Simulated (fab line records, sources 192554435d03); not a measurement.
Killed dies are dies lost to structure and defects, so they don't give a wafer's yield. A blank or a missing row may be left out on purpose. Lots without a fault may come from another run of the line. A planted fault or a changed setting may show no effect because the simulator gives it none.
fab line records | flow n5_finfet
record lots=24 wafers=72 last_day=21
route steps=1938 shown HKMG_FIN@444 GATE_CUT@477
lots that met no fault: from a run of the same line without faults
start_h: hours from the record's first day to the start of the lot's first wafer shown | wait_h: hours since the lot's step before | " the same as in the row above | L1.1+2: a row that stands for several wafers | - no value, or no start given | * or withheld: withheld | < > ~ a bound
route shown NAME@n: a module of which the file shows steps, and the number in the route of the first | usual: mean/standard deviation of fault-free wafers | same: alike in all rows | chamber/n: place in a boat | sites: the reading at each site | _std_site: their standard deviation | _edge_site: outer sites' mean less inner sites' | radius_mm: how far each site lies from the wafer's centre | mask NAME#n: copy n | behind: the tool/chamber that last shaped the wafer | hold: why the lot was held/for how many hours/how that ended | device: the transistor (n, p or np) that didn't switch | end of line: the same wafers' tests at the end of the route | a step without rows: its recipe alone | killed: dies lost to structure and defects at the first sort, not the wafer's yield | map: a wafer's dies, x killed, . not, _ none there
set.NAME: the setting as run; set.NAME@STEP: as run at that earlier step | model.NAME: the simulator's own value behind a step, which no gauge read
steps of the route over a sample of lots; a table a step, a row a wafer
services: from which hour (start_h, from the record's first day; less than 0 if before it) a tool's chamber was out of use, for how many hours, and why
## steps
# step N5_HKMG_FIN_ETCH_86
# recipe chemistry=N2/H2 target=SOC target_depth_a=3932 stop_on=TiN ion_energy_ev=100 bias_w=61 pressure_mtorr=30 source_w=850 n2_flow_sccm=200 h2_flow_sccm=200
# usual chamber_pressure_mTorr=29.998/0.026 drypump_motor_current_A=5.67/0.22 n2_flow_sccm=200.0/0.58 oes_product_au=0.78/0.075 rf_vpp_V=240.9/1.4 showerhead_plenum_p_Torr=2.55/0.086 throttle_valve_pct=17.89/0.22
# columns lot.wafer tool chamber start_h wait_h chamber_pressure_mTorr drypump_motor_current_A n2_flow_sccm oes_product_au rf_hours_counter_h rf_vpp_V showerhead_plenum_p_Torr throttle_valve_pct
L074.1 rie_diel-01 0 74.59 - 29.986 5.75 199.8 0.86 57 238.8 2.48 17.68
L074.4 " 2 " " 29.962 5.65 200.6 0.78 126 241.2 2.56 18.26
L074.6 " 0 " " 29.938 5.76 199.4 0.86 - 241.3 2.48 17.70
L075.2 rie_diel-03 2 80.52 - 29.987 5.97 199.3 0.77 138 240.8 2.65 17.78
L075.3 " 1 " " 30.006 5.78 199.4 0.83 76 240.2 2.46 17.85
L075.4 " 2 " " 29.979 5.96 200.0 0.77 - 242.3 2.65 17.75
L076.2 rie_diel-01 0 87.57 - 29.967 5.72 199.3 0.86 60 239.8 2.48 17.68
L076.4 " 3 " " 29.979 5.86 199.7 0.71 217 240.7 2.52 17.82
L076.6 " 0 " " 30.009 5.73 199.1 0.86 - 239.8 2.48 17.68
L077.2 rie_diel-03 0 92.67 - 29.966 5.54 200.2 0.72 172 241.0 2.51 17.67
L077.3 " 1 " " 29.989 5.76 200.3 0.82 81 239.7 2.46 17.85
L077.5 " 1 " " 29.996 5.78 200.7 0.82 - 240.4 2.46 17.87
L078.2 rie_diel-01 1 101.37 - 30.022 5.56 200.1 0.87 40 241.2 2.69 17.80
L078.4 " 0 " " 29.978 5.71 200.0 0.86 63 240.0 2.48 17.70
L078.5 " 1 " " 29.995 5.56 200.0 0.87 - 241.9 2.69 17.83
L079.4 rie_diel-03 1 108.66 - 29.966 5.79 199.6 0.82 - 240.9 2.45 17.88
L079.5 " 2 " " 29.967 5.95 200.9 0.76 - 242.3 2.65 17.79
L079.6 " 0 " " 29.972 5.52 199.4 0.71 - 240.7 2.51 17.69
L080.2 rie_diel-03 3 113.38 - 30.008 5.67 200.3 0.81 104 239.5 2.43 17.53
L080.4 " 1 " " 29.995 5.78 200.0 0.82 88 239.7 2.45 17.88
L080.5 " 2 " " 29.997 5.97 200.1 0.76 - 241.2 2.65 17.78
L081.3 rie_diel-04 0 118.55 - 30.021 5.88 200.4 0.69 248 239.4 2.49 18.11
L081.5 " 2 " " 29.975 5.42 200.2 0.70 - 241.6 2.64 18.01
L081.6 " 1 " " 29.972 5.92 201.4 0.69 - 239.5 2.51 18.14
L082.3 rie_diel-01 3 121.90 - 29.983 5.85 200.6 0.70 225 239.8 2.51 17.83
L082.4 " 2 " " 29.967 5.64 200.6 0.77 138 241.0 2.56 18.28
L082.6 " 3 " " 30.002 5.83 199.9 0.69 - 239.7 2.51 17.83
L083.2 rie_diel-04 3 127.68 - 30.028 5.25 200.0 0.75 145 242.2 2.66 18.17
L083.3 " 0 " " 29.998 5.88 199.1 0.68 250 241.0 2.49 18.10
L083.6 " 2 " " 30.043 5.41 199.9 0.70 - 241.6 2.64 17.99
L084.1 rie_diel-01 1 137.95 - 29.985 5.57 199.2 0.87 47 242.1 2.69 17.83
L084.4 " 0 " " 29.952 5.74 200.0 0.85 70 238.7 2.47 17.73
L084.5 " 0 " " 29.985 5.74 200.4 0.84 - 240.4 2.47 17.71
L085.2 rie_diel-04 3 144.80 - 29.974 5.24 200.1 0.75 152 241.8 2.65 18.21
L085.3 " 1 " " 30.004 5.89 199.8 0.67 250 240.4 2.51 18.17
L085.4 " 2 " " 29.988 5.41 200.5 0.70 - 241.1 2.64 18.02
L086.2 rie_diel-01 1 148.69 - 30.002 5.58 200.7 0.85 53 242.3 2.69 17.84
L086.3 " 3 " " 29.983 5.89 200.4 0.70 233 240.6 2.51 17.86
L086.4 " 0 " " 29.991 5.74 197.9 0.84 75 238.0 2.47 17.71
L087.1 rie_diel-01 1 152.04 - 29.997 5.53 200.0 0.85 54 241.1 2.69 17.85
L087.2 " 2 " " 29.978 5.65 200.1 0.75 149 240.8 2.55 18.30
L087.6 " 0 " " 29.985 5.75 200.1 0.83 - 238.9 2.47 17.73
L088.2 rie_diel-01 1 158.61 - 29.993 5.57 199.9 0.84 57 244.2 2.68 17.86
L088.5 " 0 " " 30.004 5.73 200.3 0.84 - 238.7 2.47 17.71
L088.6 " 1 " " 29.992 5.58 200.3 0.85 - 243.6 2.69 17.86
L089.1 rie_diel-01 1 165.00 - 30.004 5.55 200.1 0.85 60 242.2 2.68 17.86
L089.2 " 2 " " 30.033 5.65 199.9 0.76 155 241.6 2.55 18.30
L089.4 " 3 " " 29.946 5.86 200.8 0.68 240 240.6 2.51 17.87
L090.3 rie_diel-04 3 173.67 - 30.004 5.25 198.5 0.74 164 242.7 2.65 18.22
L090.4 " 2 " " 30.065 5.43 199.6 0.69 - 240.5 2.63 18.04
L090.6 " 3 " " 29.995 5.22 199.7 0.74 - 241.1 2.65 18.23
L091.3 rie_diel-03 3 178.08 - 29.976 5.66 200.4 0.79 125 239.4 2.42 17.56
L091.4 " 2 " " 30.000 5.96 199.0 0.74 168 241.3 2.64 17.82
L091.5 " 2 " " 29.976 5.98 198.8 0.74 - 241.6 2.64 17.82
L092.2 rie_diel-03 2 185.41 - 29.976 5.98 199.3 0.74 171 242.2 2.64 17.83
L092.3 " 3 " " 29.999 5.66 199.6 0.79 129 237.9 2.42 17.54
L092.5 " 3 " " 30.014 5.66 199.8 0.79 - 239.8 2.42 17.56
L093.2 rie_diel-04 0 189.76 - 30.014 5.88 199.1 0.91 18 239.7 2.48 17.68
L093.3 " 3 " " 29.988 5.24 200.8 0.73 171 243.1 2.65 18.23
L093.6 " 2 " " 30.008 5.44 200.3 0.68 - 242.4 2.63 18.06
L094.2 rie_diel-04 2 201.89 - 29.991 5.43 199.8 0.68 246 241.8 2.63 18.06
L094.3 " 0 " " 30.022 5.87 200.5 0.90 22 241.4 2.48 17.72
L094.4 " 3 " " 30.009 5.23 200.4 0.73 175 241.9 2.64 18.24
L095.1 rie_diel-04 1 204.56 - 29.993 5.91 200.4 0.94 11 240.3 2.50 17.66
L095.2 " 2 " " 29.965 5.41 200.1 0.68 248 240.8 2.63 18.05
L095.6 " 0 " " 29.970 5.85 200.4 0.90 - 240.6 2.48 17.71
L096.1 rie_diel-04 1 208.12 - 29.986 5.89 200.3 0.93 12 241.0 2.50 17.65
L096.2 " 0 " " 29.993 5.86 199.2 0.90 25 239.5 2.48 17.71
L096.5 " 2 " " 30.044 5.40 199.2 0.68 - 242.8 2.63 18.07
L097.4 rie_diel-03 2 215.77 - 29.986 5.97 200.4 0.72 183 241.6 2.63 17.85
L097.5 " 0 " " 29.997 5.53 198.9 0.70 - 238.5 2.49 17.75
L097.6 " 3 " " 29.981 5.68 200.3 0.79 - 238.1 2.42 17.58
# step N5_HKMG_FIN_STRIP_88
# recipe chemistry=N2/H2 power_w=2500 temp_c=300 h2_frac=0.65 time_s=360 pressure_mtorr=withheld n2_flow_sccm=1750 h2_flow_sccm=3250
# usual drypump_motor_current_A=6.2/0.36 heater_power_w=428/22 n2_flow_sccm=1750/5.2
# same time_s=360
# columns lot.wafer tool chamber start_h wait_h drypump_motor_current_A heater_power_w n2_flow_sccm rf_hours_counter_h
L074.1 plasma_asher-01 1 74.84 0.0 5.8 454 1749 92
L074.4 " 0 " " 6.6 421 1750 -
L074.6 " 0 " " 6.6 430 1747 -
L075.2 plasma_asher-01 0 80.76 0.0 6.6 431 1743 93
L075.3 " 1 " " 5.8 455 1751 -
L075.4 " 0 " " 6.6 426 1744 -
L076.2 plasma_asher-02 1 87.82 0.0 6.3 405 1754 34
L076.4 " 1 " " 6.3 406 1756 -
L076.6 " 1 " " 6.3 417 1750 -
L077.2 plasma_asher-01 0 92.92 0.0 6.6 426 1749 95
L077.3 " 1 " " 5.7 445 1748 -
L077.5 " 0 " " 6.6 434 1749 -
L078.2 plasma_asher-01 0 101.62 0.0 6.6 424 1749 97
L078.4 " 0 " " 6.6 425 1751 -
L078.5 " 1 " " 5.8 457 1745 -
L079.4 plasma_asher-01 0 109.00 0.1 6.6 437 1756 -
L079.5 " 1 " " 5.7 445 1745 -
L079.6 " 0 " " 6.6 437 1747 -
L080.2 plasma_asher-01 1 113.63 0.0 5.8 450 1742 99
L080.4 " 1 " " 5.8 447 1746 -
L080.5 " 0 " " 6.6 437 1755 -
L081.3 plasma_asher-01 0 118.91 0.1 6.6 423 1742 -
L081.5 " 1 " " 5.8 447 1752 -
L081.6 " 0 " " 6.6 429 1753 -
L082.3 plasma_asher-02 1 122.27 0.1 6.3 409 1754 -
L082.4 " 0 " " 5.9 410 1755 -
L082.6 " 0 " " 5.9 403 1757 -
L083.2 plasma_asher-01 0 127.94 0.0 6.6 427 1748 102
L083.3 " 0 " " 6.6 427 1755 -
L083.6 " 0 " " 6.6 424 1752 -
L084.1 plasma_asher-01 1 138.20 0.0 5.8 456 1757 103
L084.4 " 0 " " 6.6 432 1753 -
L084.5 " 1 " " 5.7 464 1746 -
L085.2 plasma_asher-02 0 145.05 0.0 5.9 413 1747 43
L085.3 " 1 " " 6.4 399 1754 -
L085.4 " 0 " " 5.9 408 1748 -
L086.2 plasma_asher-02 1 148.94 0.0 6.3 412 1738 44
L086.3 " 1 " " 6.3 391 1744 -
L086.4 " 0 " " 5.9 394 1750 -
L087.1 plasma_asher-02 0 152.29 0.0 5.9 399 1751 45
L087.2 " 1 " " 6.4 413 1752 45
L087.6 " 0 " " 5.9 400 1749 -
L088.2 plasma_asher-01 1 158.85 0.0 5.7 457 1756 108
L088.5 " 1 " " 5.8 473 1757 -
L088.6 " 0 " " 6.6 425 1745 -
L089.1 plasma_asher-01 1 165.25 0.0 5.8 446 1746 110
L089.2 " 0 " " 6.6 423 1744 110
L089.4 " 0 " " 6.6 429 1742 -
L090.3 plasma_asher-02 0 174.04 0.1 5.9 408 1752 -
L090.4 " 1 " " 6.4 409 1755 -
L090.6 " 0 " " 5.9 393 1749 -
L091.3 plasma_asher-01 0 178.45 0.1 6.6 421 1748 -
L091.4 " 1 " " 5.8 459 1748 -
L091.5 " 1 " " 5.8 452 1746 -
L092.2 plasma_asher-01 0 185.66 0.0 6.6 420 1757 114
L092.3 " 0 " " 6.6 427 1758 -
L092.5 " 0 " " 6.6 427 1753 -
L093.2 plasma_asher-01 1 190.01 0.0 5.8 460 1752 116
L093.3 " 0 " " 6.6 432 1753 -
L093.6 " 0 " " 6.6 423 1758 -
L094.2 plasma_asher-02 1 202.14 0.0 6.3 414 1757 56
L094.3 " 1 " " 6.4 413 1761 -
L094.4 " 0 " " 5.9 418 1753 -
L095.1 plasma_asher-02 1 204.82 0.0 6.4 409 1747 58
L095.2 " 0 " " 5.9 405 1745 58
L095.6 " 1 " " 6.4 418 1744 -
L096.1 plasma_asher-02 1 208.37 0.0 6.4 409 1763 60
L096.2 " 0 " " 5.9 401 1747 60
L096.5 " 1 " " 6.4 411 1752 -
L097.4 plasma_asher-01 1 216.15 0.1 5.8 464 1747 -
L097.5 " 0 " " 6.6 426 1758 -
L097.6 " 1 " " 5.8 455 1752 -
# step N5_GATE_CUT_HM_DEP_46
# recipe material=SiO2 target_thk_a=1300 temp_c=400 precursor=TEOS/O2 pressure_torr=6.5 rf_w=900 teos_flow_sccm=161.4 gas=O2 flow_sccm=2650 time_s=26.6
# usual heater_power_w=584/60 showerhead_plenum_p_Torr=8.347/0.03 susceptor_temp_C=399.99/0.22 throttle_valve_pct=19.3/1.4
# same time_s=26.6
# columns lot.wafer tool chamber start_h wait_h heater_power_w showerhead_plenum_p_Torr susceptor_temp_C throttle_valve_pct
L074.1 pecvd-04 1 81.05 0.0 526 8.387 400.38 21.6
L074.4 " 2 " " 672 8.336 399.62 18.3
L074.6 " 1 " " 532 8.365 400.09 21.4
L075.2 pecvd-03 2 86.81 0.0 636 8.323 399.98 17.3
L075.3 " 1 " " 551 8.305 399.92 19.4
L075.4 " 2 " " 634 8.312 399.66 17.5
L076.2 pecvd-03 2 93.88 0.0 594 8.304 399.87 17.2
L076.4 " 1 " " 617 8.323 400.42 19.4
L076.6 " 0 " " 546 8.406 400.08 19.9
L077.2 pecvd-04 2 99.35 0.0 616 8.325 400.04 18.4
L077.3 " 1 " " 609 8.383 400.08 21.5
L077.5 " 2 " " 637 8.328 399.91 18.4
L078.2 pecvd-01 2 107.72 0.0 601 8.344 400.13 17.8
L078.4 " 2 " " 625 8.346 400.05 17.6
L078.5 " 1 " " 569 8.384 399.77 17.6
L079.4 pecvd-04 0 115.07 0.1 665 8.361 400.11 19.8
L079.5 " 2 " " 577 8.352 400.42 18.2
L079.6 " 1 " " 500 8.378 399.91 21.2
L080.2 pecvd-03 1 120.00 0.0 505 8.305 399.60 19.1
L080.4 " 1 " " 518 8.296 399.93 18.9
L080.5 " 0 " " 483 8.371 399.81 19.8
L081.3 pecvd-03 2 124.86 0.0 588 8.289 399.99 17.2
L081.5 " 2 " " 596 8.310 400.30 17.5
L081.6 " 1 " " 564 8.309 400.11 19.2
L082.3 pecvd-01 0 128.30 0.0 563 8.308 400.11 20.0
L082.4 " 2 " " 596 8.341 400.43 17.7
L082.6 " 0 " " 542 8.310 400.08 20.1
L083.2 pecvd-04 2 134.78 0.0 709 8.325 400.25 18.3
L083.3 " 1 " " 644 8.364 399.54 21.6
L083.6 " 2 " " 728 8.327 400.15 18.4
L084.1 pecvd-03 2 144.38 0.0 626 8.323 399.87 17.5
L084.4 " 0 " " 567 8.398 399.93 19.7
L084.5 " 2 " " 615 8.287 400.11 17.1
L085.2 pecvd-04 0 151.18 0.1 627 8.351 400.27 20.3
L085.3 " 1 " " 547 8.381 399.88 21.1
L085.4 " 2 " " 699 8.311 399.93 18.4
L086.2 pecvd-04 0 155.17 0.0 617 8.356 399.95 20.1
L086.3 " 2 " " 703 8.342 400.12 18.2
L086.4 " 1 " " 549 8.372 400.27 21.7
L087.1 pecvd-01 2 158.41 0.0 642 8.347 399.88 17.5
L087.2 " 1 " " 490 8.380 399.84 17.3
L087.6 " 2 " " 648 8.364 399.93 17.7
L088.2 pecvd-04 2 165.11 0.0 697 8.332 400.42 18.3
L088.5 " 2 " " 694 8.311 400.06 18.2
L088.6 " 1 " " 638 8.366 400.18 21.3
L089.1 pecvd-01 0 171.44 0.0 457 8.308 400.26 19.7
L089.2 " 1 " " 552 8.382 400.05 17.5
L089.4 " 2 " " 638 8.360 399.88 17.8
L090.3 pecvd-04 1 180.17 0.0 578 8.377 399.98 21.3
L090.4 " 1 " " 586 8.359 399.92 21.6
L090.6 " 0 " " 549 8.360 399.67 19.9
L091.3 pecvd-01 1 185.08 0.0 549 8.398 399.85 17.3
L091.4 " 2 " " 558 8.347 400.12 17.5
L091.5 " 1 " " 560 8.395 399.79 17.4
L092.2 pecvd-03 1 192.10 0.0 535 8.302 400.06 19.2
L092.3 " 2 " " 565 8.318 399.94 17.4
L092.5 " 0 " " 509 8.390 399.51 20.0
L093.2 pecvd-04 2 196.39 0.0 670 8.342 399.84 18.4
L093.3 " 1 " " 609 8.356 399.82 21.4
L093.6 " 2 " " 678 8.324 400.21 18.4
L094.2 pecvd-04 0 208.25 0.0 644 8.368 399.85 20.3
L094.3 " 0 " " 648 8.360 400.11 19.8
L094.4 " 1 " " 604 8.375 400.13 21.3
L095.1 pecvd-04 1 211.06 0.0 636 8.375 399.94 21.5
L095.2 " 0 " " 620 8.350 399.96 20.3
L095.6 " 1 " " 511 8.358 399.80 21.3
L096.1 pecvd-03 1 214.43 0.0 659 8.300 399.88 18.9
L096.2 " 2 " " 658 8.325 399.82 17.5
L096.5 " 0 " " 506 8.400 399.71 20.1
L097.4 pecvd-04 0 222.36 0.1 586 8.348 399.90 20.1
L097.5 " 1 " " 523 8.370 400.58 21.6
L097.6 " 0 " " 591 8.371 400.25 20.2
# step N5_GATE_CUT_ETCH_47
# recipe chemistry=Cl2/BCl3 target=SiO2 target_depth_a=100 pressure_mtorr=10 icp_w=1000 bias_w=126 Cl2_flow_sccm=53.25 bcl3_flow_sccm=21.75 Ar_flow_sccm=25
# usual chamber_pressure_mTorr=9.999/0.0097 drypump_motor_current_A=6.2/0.44 oes_product_au=0.77/0.16 throttle_valve_pct=22.8/0.35
# columns lot.wafer tool chamber start_h wait_h chamber_pressure_mTorr drypump_motor_current_A oes_product_au rf_hours_counter_h throttle_valve_pct
L074.1 rie_metal-02 1 82.18 0.0 10.002 5.7 0.97 3 22.6
L074.4 " 0 " " 10.002 6.6 0.60 - 23.0
L074.6 " 1 " " 9.992 5.7 0.96 - 22.6
L075.2 rie_metal-01 1 88.03 0.0 9.996 6.7 0.63 116 23.3
L075.3 " 1 " " 9.984 6.7 0.63 - 23.3
L075.4 " 0 " " 9.999 6.0 0.59 - 22.8
L076.2 rie_metal-02 0 94.89 0.0 10.004 6.6 0.59 125 23.0
L076.4 " 0 " " 10.005 6.6 0.60 - 23.0
L076.6 " 0 " " 10.002 6.6 0.59 - 23.0
L077.2 rie_metal-01 0 100.35 0.0 9.995 6.0 0.59 140 22.8
L077.3 " 0 " " 10.006 6.0 0.60 - 22.8
L077.5 " 0 " " 10.002 6.1 0.60 - 22.8
L078.2 rie_metal-02 1 108.72 0.0 10.003 5.8 0.94 4 22.6
L078.4 " 0 " " 9.996 6.6 0.59 - 23.0
L078.5 " 0 " " 10.001 6.6 0.60 - 23.0
L079.4 rie_metal-01 1 116.06 0.0 10.013 6.7 0.62 - 23.3
L079.5 " 0 " " 10.000 6.0 0.59 - 22.8
L079.6 " 1 " " 9.983 6.7 0.63 - 23.3
L080.2 rie_metal-02 0 121.01 0.0 9.996 6.6 0.59 126 23.0
L080.4 " 0 " " 10.012 6.6 0.59 - 23.0
L080.5 " 1 " " 9.992 5.7 0.93 - 22.6
L081.3 rie_metal-02 0 126.00 0.0 10.015 6.6 0.59 - 23.0
L081.5 " 0 " " 9.990 6.6 0.59 - 23.0
L081.6 " 1 " " 10.007 5.7 0.94 - 22.6
L082.3 rie_metal-01 1 129.47 0.1 10.013 6.7 0.63 - 23.3
L082.4 " 1 " " 9.999 6.7 0.63 - 23.3
L082.6 " 1 " " 9.991 6.7 0.62 - 23.3
L083.2 rie_metal-03 1 136.16 0.1 9.995 5.6 0.72 - 22.2
L083.3 " 1 " " 9.984 5.6 0.72 - 22.2
L083.6 " 1 " " 10.015 5.6 0.71 - 22.3
L084.1 rie_metal-01 0 145.63 0.0 9.994 6.1 0.96 1 22.6
L084.4 " 0 " " 10.005 6.1 0.96 - 22.6
L084.5 " 0 " " 9.987 6.0 0.96 - 22.6
L085.2 rie_metal-01 0 152.30 0.0 9.993 6.0 0.95 1 22.6
L085.3 " 0 " " 10.007 6.0 0.95 - 22.6
L085.4 " 1 " " 10.004 6.7 0.63 - 23.4
L086.2 rie_metal-02 0 156.18 0.0 10.006 6.6 0.59 129 23.0
L086.3 " 1 " " 10.008 5.7 0.93 - 22.6
L086.4 " 0 " " 10.000 6.6 0.59 - 23.0
L087.1 rie_metal-01 0 159.79 0.0 10.021 6.0 0.96 2 22.7
L087.2 " 1 " " 9.997 6.7 0.63 121 23.4
L087.6 " 1 " " 9.998 6.7 0.62 - 23.3
L088.2 rie_metal-01 0 166.24 0.0 9.990 6.0 0.94 2 22.6
L088.5 " 1 " " 9.997 6.7 0.62 - 23.3
L088.6 " 0 " " 10.015 6.0 0.94 - 22.7
L089.1 rie_metal-03 1 173.82 0.0 10.017 5.6 0.71 73 22.3
L089.2 " 0 " " 9.989 6.2 0.96 1 22.6
L089.4 " 1 " " 10.016 5.6 0.71 - 22.3
L090.3 rie_metal-02 1 182.54 0.1 9.997 5.7 0.91 - 22.6
L090.4 " 1 " " 9.995 5.7 0.91 - 22.6
L090.6 " 1 " " 9.991 5.7 0.91 - 22.6
L091.3 rie_metal-01 0 186.67 0.0 9.996 6.0 0.92 - 22.7
L091.4 " 1 " " 9.991 6.7 0.62 - 23.3
L091.5 " 0 " " 9.987 6.0 0.93 - 22.7
L092.2 rie_metal-01 0 193.31 0.0 10.008 6.0 0.92 5 22.7
L092.3 " 0 " " 10.006 6.0 0.92 - 22.7
L092.5 " 0 " " 9.991 6.0 0.92 - 22.7
L093.2 rie_metal-01 0 197.39 0.0 10.015 6.0 0.92 5 22.7
L093.3 " 0 " " 10.006 6.0 0.93 - 22.7
L093.6 " 1 " " 10.006 6.7 0.62 - 23.4
L094.2 rie_metal-03 0 209.27 0.0 9.989 6.2 0.91 5 22.7
L094.3 " 1 " " 9.976 5.6 0.70 - 22.3
L094.4 " 0 " " 9.990 6.2 0.91 - 22.7
L095.1 rie_metal-02 0 212.21 0.0 10.000 6.6 0.94 2 22.5
L095.2 " 1 " " 9.996 5.7 0.89 14 22.6
L095.6 " 0 " " 9.998 6.5 0.94 - 22.5
L096.1 rie_metal-02 1 215.44 0.0 10.011 5.7 0.90 14 22.6
L096.2 " 0 " " 10.007 6.6 0.93 2 22.5
L096.5 " 1 " " 9.994 5.7 0.89 - 22.6
L097.4 rie_metal-02 0 223.37 0.0 9.985 6.6 0.92 - 22.5
L097.5 " 1 " " 9.990 5.7 0.87 - 22.6
L097.6 " 0 " " 9.977 6.6 0.93 - 22.5
# step N5_GATE_CUT_VAPOR_ETCH_49
# recipe chemistry=BCl3/Cl2 target=TiAlC mode=isotropic
# usual drypump_motor_current_A=6.2/0.44 oes_product_au=0.77/0.15
# columns lot.wafer tool chamber start_h wait_h drypump_motor_current_A oes_product_au
L074.1 rie_metal-02 1 82.24 0.0 5.7 0.96
L074.4 " 0 " " 6.6 0.60
L074.6 " 1 " " 5.7 0.96
L075.2 rie_metal-01 1 88.09 0.0 6.7 0.63
L075.3 " 1 " " 6.7 0.63
L075.4 " 0 " " 6.0 0.60
L076.2 rie_metal-02 0 94.95 0.0 6.6 0.59
L076.4 " 0 " " 6.6 0.60
L076.6 " 0 " " 6.6 0.60
L077.2 rie_metal-01 0 100.41 0.0 6.0 0.60
L077.3 " 0 " " 6.0 0.59
L077.5 " 0 " " 6.0 0.59
L078.2 rie_metal-02 1 108.78 0.0 5.7 0.96
L078.4 " 0 " " 6.6 0.60
L078.5 " 0 " " 6.6 0.59
L079.4 rie_metal-01 1 116.12 0.0 6.7 0.63
L079.5 " 0 " " 6.0 0.60
L079.6 " 1 " " 6.7 0.63
L080.2 rie_metal-02 0 121.07 0.0 6.6 0.59
L080.4 " 0 " " 6.6 0.59
L080.5 " 1 " " 5.7 0.94
L081.3 rie_metal-02 0 126.06 0.0 6.6 0.59
L081.5 " 0 " " 6.6 0.59
L081.6 " 1 " " 5.7 0.94
L082.3 rie_metal-01 1 129.59 0.1 6.7 0.62
L082.4 " 1 " " 6.7 0.62
L082.6 " 1 " " 6.7 0.62
L083.2 rie_metal-03 1 136.28 0.1 5.6 0.72
L083.3 " 1 " " 5.6 0.72
L083.6 " 1 " " 5.6 0.73
L084.1 rie_metal-01 0 145.69 0.0 6.0 0.96
L084.4 " 0 " " 6.0 0.95
L084.5 " 0 " " 6.0 0.96
L085.2 rie_metal-01 0 152.36 0.0 6.0 0.96
L085.3 " 0 " " 6.0 0.97
L085.4 " 1 " " 6.7 0.62
L086.2 rie_metal-02 0 156.24 0.0 6.6 0.59
L086.3 " 1 " " 5.7 0.93
L086.4 " 0 " " 6.6 0.59
L087.1 rie_metal-01 0 159.85 0.0 6.0 0.94
L087.2 " 1 " " 6.7 0.62
L087.6 " 1 " " 6.7 0.62
L088.2 rie_metal-01 0 166.30 0.0 6.0 0.93
L088.5 " 1 " " 6.7 0.62
L088.6 " 0 " " 6.0 0.93
L089.1 rie_metal-03 1 173.88 0.0 5.6 0.71
L089.2 " 0 " " 6.2 0.97
L089.4 " 1 " " 5.6 0.71
L090.3 rie_metal-02 1 182.66 0.1 5.7 0.91
L090.4 " 1 " " 5.7 0.91
L090.6 " 1 " " 5.7 0.90
L091.3 rie_metal-01 0 186.73 0.0 6.0 0.92
L091.4 " 1 " " 6.7 0.62
L091.5 " 0 " " 6.0 0.92
L092.2 rie_metal-01 0 193.37 0.0 6.0 0.93
L092.3 " 0 " " 6.0 0.92
L092.5 " 0 " " 6.0 0.92
L093.2 rie_metal-01 0 197.45 0.0 6.0 0.92
L093.3 " 0 " " 6.0 0.93
L093.6 " 1 " " 6.7 0.63
L094.2 rie_metal-03 0 209.33 0.0 6.2 0.92
L094.3 " 1 " " 5.6 0.70
L094.4 " 0 " " 6.2 0.92
L095.1 rie_metal-02 0 212.27 0.0 6.6 0.94
L095.2 " 1 " " 5.7 0.88
L095.6 " 0 " " 6.6 0.95
L096.1 rie_metal-02 1 215.50 0.0 5.7 0.88
L096.2 " 0 " " 6.6 0.93
L096.5 " 1 " " 5.7 0.88
L097.4 rie_metal-02 0 223.43 0.0 6.6 0.93
L097.5 " 1 " " 5.7 0.88
L097.6 " 0 " " 6.6 0.93
# step N5_GATE_CUT_THK_MEAS_24
# recipe reads=SiO2_of_GATE_CUT_HM_DEP_46+SiO2_flowable_of_ILD0_FCVD_FILL_01
# usual GC_FILL_THK=220.8/2.1
# columns lot.wafer tool chamber start_h wait_h GC_FILL_THK[nm]
L074.1 film_metro-02 - 84.26 - 218.2
L074.4 " - " " 218.5
L074.6 " - " " 219.9
L075.2 film_metro-01 - 90.14 - 214.7
L075.3 " - " " 223.1
L075.4 " - " " 219.8
L076.2 film_metro-01 - 97.20 - 217.0
L076.4 " - " " 221.0
L076.6 " - " " 222.7
L077.2 film_metro-01 - 102.67 - 217.7
L077.3 " - " " 219.7
L077.5 " - " " 220.8
L078.2 film_metro-01 - 110.82 0.2 219.5
L078.4 " - " " 220.9
L078.5 " - " " 222.2
L079.4 film_metro-02 - 118.21 - 222.3
L079.5 " - " " 220.5
L079.6 " - " " 220.5
L080.2 film_metro-02 - 123.08 - 222.5
L080.4 " - " " 224.9
L080.5 " - " " 222.2
L081.3 film_metro-01 - 128.07 - 216.8
L081.5 " - " " 220.2
L081.6 " - " " 222.1
L082.3 film_metro-01 - 131.65 - 220.6
L082.4 " - " " 221.8
L082.6 " - " " 223.9
L083.2 film_metro-01 - 138.57 - 220.5
L083.3 " - " " 224.9
L083.6 " - " " 225.3
L084.1 film_metro-01 - 147.70 - 216.6
L084.4 " - " " 223.1
L084.5 " - " " 218.5
L085.2 film_metro-02 - 155.29 - 222.4
L085.3 " - " " 220.7
L085.4 " - " " 222.4
L086.2 film_metro-02 - 159.60 - 221.4
L086.3 " - " " 219.1
L086.4 " - " " 222.7
L087.1 film_metro-01 - 161.90 - 221.3
L087.2 " - " " 217.2
L087.6 " - " " 220.6
L088.2 film_metro-01 - 168.50 - 218.8
L088.5 " - " " 222.7
L088.6 " - " " 223.0
L089.1 film_metro-02 - 175.90 - 220.8
L089.2 " - " " 217.6
L089.4 " - " " 224.2
L090.3 film_metro-02 - 184.81 - 219.6
L090.4 " - " " 219.6
L090.6 " - " " 222.5
L091.3 film_metro-02 - 188.81 - 218.1
L091.4 " - " " 220.2
L091.5 " - " " 220.7
L092.2 film_metro-02 - 195.39 - 222.1
L092.3 " - " " 217.7
L092.5 " - " " 223.0
L093.2 film_metro-02 - 199.85 - 221.5
L093.3 " - " " 220.1
L093.6 " - " " 218.3
L094.2 film_metro-02 - 211.48 - 219.6
L094.3 " - " " 221.1
L094.4 " - " " 219.1
L095.1 film_metro-01 - 214.29 - 219.1
L095.2 " - " " 221.5
L095.6 " - " " 220.2
L096.1 film_metro-01 - 217.52 - 221.2
L096.2 " - " " 217.5
L096.5 " - " " 220.7
L097.4 film_metro-01 - 225.88 - 221.9
L097.5 " - " " 220.8
L097.6 " - " " 221.5
## services
# columns tool chamber start_h hours kind
rie_diel-04 - 50.82 2.8 pm
rie_diel-01 0 54.23 13.5 repair
rie_diel-03 0 56.45 17.9 repair
pecvd-04 - 61.37 0.5 repair
pecvd-01 - 64.83 2.8 pm
rie_diel-03 3 73.73 36.7 repair
rie_diel-04 3 94.76 1.6 repair
rie_diel-01 - 114.20 2.8 pm
rie_diel-03 2 115.16 18.1 repair
rie_metal-01 0 116.17 - clean
pecvd-04 - 128.88 1.7 repair
plasma_asher-02 - 157.59 1.5 repair
pecvd-04 0 162.51 2.1 scheduled_down
plasma_asher-02 - 170.52 2.0 repair
rie_metal-02 0 178.56 - clean
rie_metal-02 0 178.56 14.0 scheduled_down
rie_metal-02 0 178.56 14.0 vent_cycle
plasma_asher-01 - 191.83 15.6 pm
pecvd-03 1 201.85 11.8 repair
rie_diel-03 0 206.78 4.0 repair
rie_metal-01 - 210.33 1.8 repair
rie_metal-01 1 213.92 - clean
rie_metal-01 1 213.92 18.4 scheduled_down
rie_metal-01 1 213.92 18.4 vent_cycle
## key
fault none
